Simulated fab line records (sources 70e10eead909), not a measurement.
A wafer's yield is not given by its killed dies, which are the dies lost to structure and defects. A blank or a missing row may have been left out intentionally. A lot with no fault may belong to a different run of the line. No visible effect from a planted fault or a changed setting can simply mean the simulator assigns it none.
fab line records | flow nand-harc
record lots=13 wafers=39 last-day=33
route steps=1302 shown A_STAIRCASE@848 THIN_TSV@1246 END@1302
lots that met no fault: taken from a fault-free run of the same line
start-h: start of the lot's first displayed wafer, in hours after the record's first day | wait-h: time in hours since the lot's previous step | " identical to the entry in the row above | L1.1+2: one row covering several wafers at once | - no value present, or no start provided | * or withheld: withheld | < > ~ a bound
route shown NAME@n: NAME is a module with steps in the file, n the number in the route of the first one | usual: mean and standard deviation over wafers with no fault | same: alike in all rows | chamber/n: place in a boat | sites: readings site by site | _std_site: how widely they spread, as a standard deviation | _edge_site: mean of outer sites minus mean of inner sites | radius-mm: for every site, how far away it sits from the centre of the wafer | mask NAME#n: copy n | behind: the last tool/chamber to shape the wafer | hold: the reason the lot was held/the length of the hold in hours/how it ended | device: names the non-switching transistor (n, p or np) | end of line: the route-end tests of the same wafers | for a step that has no rows: nothing shown but its recipe | killed: at the first sort, the dies lost to defects and structure; wafer yield is something else | map: a wafer's dies, x killed, . not, _ none there
set.NAME: the setting as run; set.NAME@STEP: as run at that earlier step | model.NAME: the simulator's own value behind a step, which no gauge read
steps of the route over a sample of lots; a table a step, a row a wafer
services: a tool's chamber out of use, with start hour (start-h, from the record's first day; less than 0 if before it), hours out, and reason
## steps
# step NHARC_A_STAIRCASE_ALD_420
# recipe target-thk-a=200 pulse-time-s=6 ald-cycles=200 temp-c=300 material=SiO2
# usual heater-power-w=449/35 precursor-pulse-height-rel=0.999/0.02
# columns lot.wafer tool chamber start-h wait-h heater-power-w precursor-pulse-height-rel
L428.2 ald-hk-01 3 406.58 - 430 1.007
L428.3 " 1 " " 440 1.027
L428.6 " 2 " " 445 0.982
L427.3 ald-hk-04 0 410.48 - 473 0.988
L427.5 " 1 " " 411 0.986
L427.6 " 2 " " 485 1.023
L429.4 ald-hk-01 2 413.93 - 448 1.000
L429.1 " 1 " " 437 0.999
L429.6 " 3 " " 420 0.993
L430.3 ald-hk-01 0 416.35 - 399 0.996
L430.1 " 1 " " 442 1.000
L430.6 " 3 " " 428 1.010
L433.3 ald-hk-01 3 458.57 - 433 0.988
L433.1 " 0 " " 400 0.982
L433.2 " 1 " " 441 0.985
L432.3 ald-hk-04 0 459.18 - 472 1.001
L432.4 " 2 " " 472 1.040
L432.6 " 1 " " 402 1.021
L434.3 ald-hk-04 2 466.70 - 493 1.020
L434.2 " 1 " " 412 0.986
L434.6 " 2 " " 489 1.017
L435.4 ald-hk-01 3 488.12 - 430 0.999
L435.2 " 0 " " 386 0.959
L435.3 " 1 " " 442 0.975
L436.3 ald-hk-04 0 494.07 - 488 0.994
L436.1 " 2 " " 485 0.997
L436.2 " 3 " " 461 1.013
L440.4 ald-hk-04 1 511.14 - 403 0.980
L440.2 " 2 " " 481 0.994
L440.5 " 1 " " 408 1.016
L446.1 ald-hk-04 2 590.79 - 485 1.044
L446.4 " 0 " " 491 0.967
L446.6 " 2 " " 486 1.021
L447.3 ald-hk-04 2 595.30 - 475 1.005
L447.2 " 0 " " 475 1.009
L447.6 " 1 " " 413 1.002
L448.4 ald-hk-03 1 614.04 - 480 0.959
L448.2 " 2 " " 512 0.975
L448.1 " 0 " " 526 0.988
# step NHARC_THIN_TSV_THK_MEAS_02
# recipe thk-meas-gauge=ir
# usual thk-nm=2982/230
# columns lot.wafer tool chamber start-h wait-h thk-nm
L428.2 film-metro-02 - 556.61 0.2 2908
L428.3 " - " " 2980
L428.6 " - " " 3269
L427.3 film-metro-01 - 564.05 - 3112
L427.5 " - " " 2879
L427.6 " - " " 2856
L430.1 film-metro-02 - 565.23 0.2 2747
L430.3 " - " " 2678
L430.6 " - " " 2862
L429.1 film-metro-02 - 566.43 - 2726
L429.4 " - " " 2954
L429.6 " - " " 3258
L432.3 film-metro-01 - 609.79 0.2 2686
L432.4 " - " " 2704
L432.6 " - " " 2532
L433.1 film-metro-01 - 620.67 - 2997
L433.2 " - " " 2941
L433.3 " - " " 2910
L434.2 film-metro-02 - 624.90 - 3263
L434.3 " - " " 3129
L434.6 " - " " 3206
L435.2 film-metro-01 - 642.82 - 2957
L435.3 " - " " 3394
L435.4 " - " " 3375
L436.1 film-metro-02 - 644.05 - 3030
L436.2 " - " " 2948
L436.3 " - " " 2834
L440.2 film-metro-01 - 662.40 0.2 2788
L440.4 " - " " 2969
L440.5 " - " " 3011
L447.2 film-metro-01 - 745.49 - 3147
L447.3 " - " " 3164
L447.6 " - " " 3249
L446.1 film-metro-02 - 754.71 0.2 3538
L446.4 " - " " 3510
L446.6 " - " " 3222
L448.1 film-metro-01 - 766.70 0.2 2790
L448.2 " - " " 2663
L448.4 " - " " 2636
# step NHARC_THIN_TSV_ETCHBACK_48
# recipe target-depth-a=10285 over-etch-frac=0.3 time-s=405.17 ion-energy-ev=250 c4f8-flow-sccm=withheld ar-flow-sccm=withheld rf-w=600 bias-w=300 chemistry=C4F8/Ar
# usual oes-product-au=0.95/0.034 rf-vpp-V=546/3.5
# columns lot.wafer tool chamber start-h wait-h oes-product-au rf-hours-counter-h rf-vpp-V
L428.3 rie-diel-05 1 559.97 - 0.93 9.8 541
L428.2 " 3 " " 0.93 8.7 549
L428.6 " 1 " " 0.92 - 542
L427.3 rie-diel-01 1 567.25 - 1.02 0.1 546
L427.5 " 0 " " 1.00 - 549
L427.6 " 1 " " 0.99 - 547
L430.1 rie-diel-01 2 568.40 - 1.01 0.4 549
L430.3 " 3 " " 0.99 0.4 542
L430.6 " 3 " " 0.98 - 540
L429.4 rie-diel-01 1 569.70 - 0.97 0.8 547
L429.1 " 2 " " 0.98 0.6 549
L429.6 " 0 " " 0.95 - 549
L432.4 rie-diel-05 2 613.02 - 0.98 0.6 545
L432.3 " 0 " " 1.00 0.8 545
L432.6 " 2 " " 0.97 - 545
L433.3 rie-diel-05 3 623.85 - 0.91 1.5 550
L433.2 " 0 " " 0.92 1.5 545
L433.1 " 1 " " 0.90 1.4 542
L434.2 rie-diel-05 1 628.43 - 0.92 2.3 543
L434.3 " 3 " " 0.92 2.4 550
L434.6 " 3 " " 0.93 - 550
L435.3 rie-diel-05 0 645.99 - 0.93 4.0 546
L435.4 " 1 " " 0.91 4.2 542
L435.2 " 2 " " 0.96 2.3 546
L436.1 rie-diel-01 1 647.22 - 0.94 4.6 546
L436.3 " 2 " " 0.95 4.2 549
L436.2 " 3 " " 0.94 4.9 541
L440.2 rie-diel-01 0 665.95 - 0.97 6.2 549
L440.5 " 0 " " 0.97 - 548
L440.4 " 1 " " 0.98 - 547
L447.3 rie-diel-04 1 748.68 - 0.96 1.4 542
L447.2 " 3 " " 0.95 0.9 553
L447.6 " 0 " " 0.96 - 549
L446.1 rie-diel-01 2 758.08 - 1.01 1.4 548
L446.4 " 3 " " 1.00 1.4 542
L446.6 " 0 " " 0.99 - 549
L448.1 rie-diel-05 2 770.02 - 0.99 0.1 545
L448.4 " 0 " " 1.01 0.1 546
L448.2 " 1 " " 0.98 0.1 541
# step NHARC_THIN_TSV_DESCUM_35
# recipe time-s=3 o2-flow-sccm=200 ar-flow-sccm=0 bias-power-w=0 chemistry=O2
# usual drypump-motor-current-A=5.5/0.37 mfc-ar-sccm=0.009/0.013 oes-product-au=0.997/0.01 rf-vpp-V=57.7/0.85 showerhead-plenum-p-Torr=1.90/0.081 throttle-valve-pct=11.311/0.01
# columns lot.wafer tool chamber start-h wait-h drypump-motor-current-A mfc-ar-sccm oes-product-au rf-hours-counter-h rf-vpp-V showerhead-plenum-p-Torr throttle-valve-pct
L428.2 rie-diel-05 0 563.78 - 5.9 0.005 1.007 10 58.2 1.89 11.323
L428.3 " 2 " " 5.0 0.042 1.008 7 59.4 1.88 11.313
L428.6 " 0 " " 5.9 0.005 1.002 - 58.6 1.89 11.299
L427.3 rie-diel-04 3 571.03 - 5.2 0 0.996 2 58.8 2.06 11.323
L427.5 " 3 " " 5.2 0 0.997 - 59.2 2.06 11.323
L427.6 " 0 " " 5.2 0 1.005 - 58.6 1.95 11.313
L430.1 rie-diel-01 0 572.09 - 5.0 0 0.994 1 57.3 1.97 11.314
L430.3 " 2 " " 6.2 0.011 1.001 1 57.7 1.97 11.321
L430.6 " 0 " " 5.0 0 0.987 - 58.4 1.97 11.321
L429.4 rie-diel-05 1 573.52 - 5.3 0 0.995 10 56.8 1.78 11.326
L429.1 " 2 " " 5.0 0.042 1.005 7 58.5 1.88 11.322
L429.6 " 3 " " 5.4 0 1.008 - 59.1 2.00 11.317
L432.3 rie-diel-01 2 616.90 - 6.1 0.011 0.995 2 57.9 1.96 11.310
L432.4 " 3 " " 5.2 0.023 1.004 3 57.2 1.77 11.299
L432.6 " 2 " " 6.2 0.011 1.006 - 58.1 1.97 11.316
L433.2 rie-diel-01 0 627.75 - 5.0 0 0.992 4 58.1 1.97 11.305
L433.3 " 2 " " 6.2 0.011 1.003 3 57.3 1.97 11.307
L433.1 " 3 " " 5.3 0.023 1.000 4 57.2 1.77 11.321
L434.3 rie-diel-05 0 632.54 - 5.9 0.005 0.998 3 57.3 1.89 11.318
L434.2 " 1 " " 5.3 0 0.989 3 57.3 1.78 11.300
L434.6 " 1 " " 5.3 0 0.988 - 57.4 1.78 11.314
L435.4 rie-diel-01 2 649.72 - 6.2 0.011 0.995 4 58.7 1.96 11.320
L435.2 " 3 " " 5.3 0.023 0.990 5 55.7 1.77 11.310
L435.3 " 0 " " 5.0 0 0.996 5 57.7 1.97 11.307
L436.2 rie-diel-04 3 651.10 - 5.2 0 0.989 6 57.6 2.06 11.316
L436.1 " 0 " " 5.2 0 1.006 6 59.3 1.94 11.320
L436.3 " 1 " " 5.6 0 1.003 4 57.0 1.79 11.308
L440.2 rie-diel-01 2 669.96 - 6.2 0.011 0.990 6 57.6 1.96 11.330
L440.4 " 3 " " 5.3 0.023 0.988 5 57.2 1.77 11.323
L440.5 " 1 " " 5.6 0.006 0.998 - 57.6 1.91 11.295
L447.3 rie-diel-05 0 753.07 - 5.9 0.005 1.009 11 58.3 1.89 11.321
L447.2 " 2 " " 5.0 0.042 0.996 9 56.9 1.88 11.310
L447.6 " 3 " " 5.4 0 0.987 - 59.5 1.99 11.314
L446.4 rie-diel-01 1 761.87 - 5.6 0.006 0.991 1 59.0 1.91 11.305
L446.1 " 3 " " 5.3 0.023 1.015 2 57.4 1.77 11.305
L446.6 " 0 " " 5.0 0 0.997 - 57.9 1.97 11.296
L448.2 rie-diel-01 3 773.99 - 5.3 0.023 0.991 2 57.2 1.77 11.301
L448.1 " 1 " " 5.6 0.006 0.980 2 57.5 1.91 11.312
L448.4 " 2 " " 6.2 0.011 1.005 2 57.3 1.96 11.299
# step NHARC_END_SORT_01
# recipe temp-c=25
# usual killed-at-array=46/16 killed-at-other=0.9/1.3 killed-at-periphery=4.1/3 killed-dies=51/17 killed-open=3.5/1.8 killed-short=2.5/1.8
# same gross-dies=677
# columns lot.wafer tool chamber start-h wait-h killed-at-array killed-at-other killed-at-periphery killed-dies killed-open killed-short
L447.2 prober-01 0 762.69 2.8 94 2 5 101 2 2
L447.3 prober-01 0 763.50 3.1 148 0 7 155 1 8
L447.6 prober-01 0 765.92 4.0 121 2 6 129 5 1
L446.1 prober-01 0 770.71 2.5 118 0 3 121 6 2
L446.4 prober-01 0 773.12 3.4 68 0 3 71 1 1
L446.6 prober-01 0 774.73 4.0 127 0 0 127 2 2
# killed by level:class
L447.2 A_STAIRCASE:unspecified=40 A_CHANNEL_HOLE_D2:chamber-film-flake=19 A_SLIT:chamber-film-flake=19 A_CHANNEL_HOLE_D1:chamber-film-flake=8 A_CONTACT:chamber-film-flake=3 P_CONTACT:chamber-film-flake=2 THIN_TSV:chamber-film-flake=2 A_ONON_D1:geometric-particle:open=1
L447.3 A_STAIRCASE:unspecified=91 A_SLIT:chamber-film-flake=24 A_CHANNEL_HOLE_D2:chamber-film-flake=15 A_CHANNEL_HOLE_D1:chamber-film-flake=4 P_ZERO_WELL:chamber-film-flake=3 A_DECK1_JOINT:geometric-particle:short=2 P_GATE:chamber-film-flake=2 A_STAIRCASE:chamber-film-flake=2
L447.6 A_STAIRCASE:unspecified=69 A_CHANNEL_HOLE_D2:chamber-film-flake=33 A_SLIT:chamber-film-flake=11 P_CONTACT:chamber-film-flake=4 A_CHANNEL_HOLE_D1:chamber-film-flake=2 A_BLC:geometric-particle:open=2 THIN_TSV:chamber-film-flake=2 P_M0:geometric-particle:open=1
L446.1 A_STAIRCASE:unspecified=80 A_CHANNEL_HOLE_D1:chamber-film-flake=10 A_CONTACT:chamber-film-flake=9 A_SLIT:chamber-film-flake=6 A_CHANNEL_FILL_D2:chamber-film-flake=3 A_SGD_CUT:geometric-particle:open=2 A_ZERO_WELL:chamber-film-flake=2 P_GATE:geometric-particle:open=1
L446.4 A_STAIRCASE:unspecified=33 A_CHANNEL_HOLE_D1:chamber-film-flake=9 A_SLIT:chamber-film-flake=7 A_CONTACT:chamber-film-flake=6 A_ZERO_WELL:chamber-film-flake=4 A_CHANNEL_FILL_D2:chamber-film-flake=3 P_ZERO_WELL:chamber-film-flake=2 A_CHANNEL_FILL_D1:chamber-film-flake=2
L446.6 A_STAIRCASE:unspecified=89 A_CHANNEL_HOLE_D1:chamber-film-flake=9 A_SLIT:chamber-film-flake=7 A_CONTACT:chamber-film-flake=6 A_ZERO_WELL:chamber-film-flake=5 A_CHANNEL_HOLE_D2:chamber-film-flake=3 A_WL_FILL:geometric-particle:short=2 A_STAIRCASE:chamber-film-flake=2
## services
# columns tool chamber start-h hours kind
rie-diel-05 - 406.60 9.0 pm
rie-diel-05 0 417.55 1.4 repair
rie-diel-05 3 418.05 5.4 repair
rie-diel-01 - 422.73 1.2 repair
ald-hk-04 - 432.00 10.0 pm
rie-diel-05 2 454.87 4.3 repair
rie-diel-05 3 456.61 14.6 repair
rie-diel-05 1 468.84 8.2 repair
ald-hk-01 - 475.16 10.0 pm
rie-diel-05 2 504.97 49.2 repair
ald-hk-01 - 512.29 4.2 repair
rie-diel-01 3 537.03 1.6 repair
rie-diel-01 - 557.80 9.0 pm
ald-hk-01 - 578.03 1.6 repair
rie-diel-05 - 583.64 9.0 pm
ald-hk-04 - 610.00 10.0 pm
rie-diel-05 2 618.01 15.0 repair
rie-diel-01 - 624.19 2.0 repair
ald-hk-01 - 653.16 10.0 pm
rie-diel-01 3 662.38 4.5 repair
rie-diel-01 2 666.84 1.5 repair
rie-diel-05 2 682.03 5.5 repair
rie-diel-01 - 734.80 9.0 pm
rie-diel-05 - 760.64 9.0 pm
## key
first-sign step=NHARC_END_SORT_01 reading=killed-at-array direction=up sigmas=4.1 usual=46 struck=113 wafers-moved=5
effect step=NHARC_END_SORT_01 reading=killed-dies direction=up sigmas=4 usual=51 struck=117 wafers-moved=5
more-kills-born-at NHARC_A_STAIRCASE_ALD_420@ald-hk-04=402
met-at NHARC_A_STAIRCASE_ALD_420
struck-lots L446,L447
tester-left-out L446,L447
not-acting-at NHARC_THIN_TSV_THK_MEAS_02,NHARC_THIN_TSV_ETCHBACK_48,NHARC_THIN_TSV_DESCUM_35
onset-between 511.14 590.79
fault kind=chamber-particle-source tool=ald-hk-04 chamber=- onset-h=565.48 steps=NHARC_A_STAIRCASE_ALD_420 rate-per-visit-cm2=1.0267 end-h=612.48
# tester-left-out: of these lots the tester's yield and bins aren't shown, on N5 and GAA mostly nor the transistor test; their killed dies are dies lost to structure and defects alone, not to doping, threshold or leakage, so they don't give the yield
